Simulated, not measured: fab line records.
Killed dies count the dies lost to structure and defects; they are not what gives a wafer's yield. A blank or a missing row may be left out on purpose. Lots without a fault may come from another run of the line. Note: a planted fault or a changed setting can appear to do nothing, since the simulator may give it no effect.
Chamber matching + flow n5 finfet + 4 sister chambers for N5_HKMG_FIN_NWFM_ALD_20 on ald metal-04
The step deposits TiAlC, target thk 2 nm, pulse time 3 s, purge time 2 s. 8 wafers are shown with their chamber, then 9 later ones without.

EACH WAFER AND ITS CHAMBER
| wafer  | chamber | heater power outer w (W) | heater power w (W) |
|--------|---------|--------------------------|--------------------|
| L076.5 | 3       | 270                      | 485                |
| L078.5 | 3       | 274                      | 488                |
| L080.6 | 2       | 235                      | 429                |
| L081.1 | 2       | 229                      | 412                |
| L084.6 | 1       | 288                      | 496                |
| L085.2 | 0       | 237                      | 456                |
| L085.3 | 1       | 284                      | 486                |
| L085.5 | 0       | 242                      | 435                |

WAFERS WITHOUT THEIR CHAMBER
| wafer  | heater power outer w (W) | heater power w (W) |
|--------|--------------------------|--------------------|
| L088.1 | 285                      | 480                |
| L088.3 | 273                      | 487                |
| L088.5 | 288                      | 501                |
| L092.1 | 284                      | 486                |
| L092.2 | 236                      | 442                |
| L092.3 | 273                      | 486                |
| L095.2 | 244                      | 450                |
| L095.3 | 266                      | 500                |
| L095.4 | 283                      | 489                |

CHAMBER TAKEN BY EACH
| wafer  | from the rows above     | in truth |
|--------|-------------------------|----------|
| L088.1 | 1                       | 1        |
| L088.3 | 3                       | 3        |
| L088.5 | 1                       | 1        |
| L092.1 | 1                       | 1        |
| L092.2 | can't be placed: 0 or 2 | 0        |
| L092.3 | 3                       | 3        |
| L095.2 | 0                       | 0        |
| L095.3 | 3                       | 3        |
| L095.4 | 1                       | 1        |
8 of 9 placed correctly. These rows do not allow placing 1 (true chamber among the candidates in 1). 0 placed wrongly.
How it was worked out, from the rows above alone: a wafer's distance from a chamber is the root of the sum, over the readings, of the square of ((its reading less the chamber's mean) divided by the reading's scatter). If the next closest chamber is less than 2 further off than the closest, the wafer can't be placed; otherwise it belongs to the closest. For every chamber, the mean is computed from those of its wafers that are shown. How the scatter is found: for the shown wafers, subtract from each reading the mean of its chamber, square and add these, divide the total by (wafers less chambers), then take the root.
